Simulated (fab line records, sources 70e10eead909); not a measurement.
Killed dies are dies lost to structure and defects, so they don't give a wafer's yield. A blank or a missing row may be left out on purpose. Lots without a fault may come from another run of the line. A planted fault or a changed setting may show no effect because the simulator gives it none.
A struck lot beside a sound one | flow nand_harc | 15 steps out of a route of 1159
Sound: wafers L793.1, L793.2, L793.3. Struck: wafers L807.1, L807.2, L807.3. The cause comes at the end.
At each step with rows: each side's tool, then ch and its chambers, then its first start. Under that, the readings that differ: sound wafers | struck wafers | difference of the means | sigmas: that difference in standard deviations of wafers without a fault.
alike: readings whose means differ by less than 2 such deviations, and words and numbers that are the same on both sides. not compared: withheld readings, readings that some wafer has no value for, bounds like >300 that may hide the same value, and numbers for which the record gives no deviation and whose values overlap.
The two part at a step that has a row with sigmas, a row that says differs or no value, or rows on one side only. Numbers that don't overlap but have no deviation are shown without sigmas and don't part them. A reading that every wafer of one side lacks parts them only if that side has two wafers or more.

first, 1 step without rows for these wafers: NHARC_P_ZERO_WELL_HARDBAKE_53 (time 80 s).
NHARC_P_ZERO_WELL_DESCUM_54: chemistry O2, time 3 s.
  sound on rie_diel-08 ch 1,2,3, day 2 12:02; struck on rie_diel-12 ch 0,2,3, day 6 00:02
  reading                | sound       | struck      | difference | sigmas
  rf_hours_counter_h (h) | 4.8 5.3 5.0 | 6.6 7.0 5.7 | +1.4       |
  alike: drypump_motor_current_A, oes_product_au, rf_vpp_V, showerhead_plenum_p_Torr, throttle_valve_pct
then, 5 steps without rows for these wafers: NHARC_P_ZERO_WELL_IMPLANT_55; NHARC_P_ZERO_WELL_IMPLANT_61; NHARC_P_ZERO_WELL_STRIP_56 (strips in SPM, time 840 s); NHARC_P_ZERO_WELL_PRECLEAN_68 (cleans in SC1, time 60 s); NHARC_P_ZERO_WELL_SRD_69.
NHARC_P_ZERO_WELL_RTA_42: time 300 s.
  sound on rtp_anneal-02 ch 0, day 2 13:05; struck on rtp_anneal-02 ch 0, day 6 01:00
  alike: lamp_power_pct, wafer_temp_C_max
NHARC_P_ZERO_WELL_INSPECT_43:
  sound on defect_inspect-02, day 2 13:44; struck on defect_inspect-01, day 6 01:41
  alike: raw_defect_count
then, 3 steps without rows for these wafers: NHARC_P_STI_ETCH_26 (etches SiO2 in dHF, target depth 11 nm); NHARC_P_STI_PRECLEAN_27 (cleans in SC1); NHARC_P_STI_SRD_28.
NHARC_P_STI_OXIDE_29: material SiO2, target thk 10 nm, ox time 1362 s.
  sound on furnace-02 ch 0, day 2 17:39; struck on furnace-07 ch 0, day 6 17:51
  alike: spike_tc_upper_C
then, 2 steps without rows for these wafers: NHARC_P_STI_HM_DEP_30 (deposits Si3N4, target thk 80 nm, time 873 s); NHARC_END_SORT_01.

WHERE THEY PART
Nowhere in this record.

WHY: what the simulator had put in
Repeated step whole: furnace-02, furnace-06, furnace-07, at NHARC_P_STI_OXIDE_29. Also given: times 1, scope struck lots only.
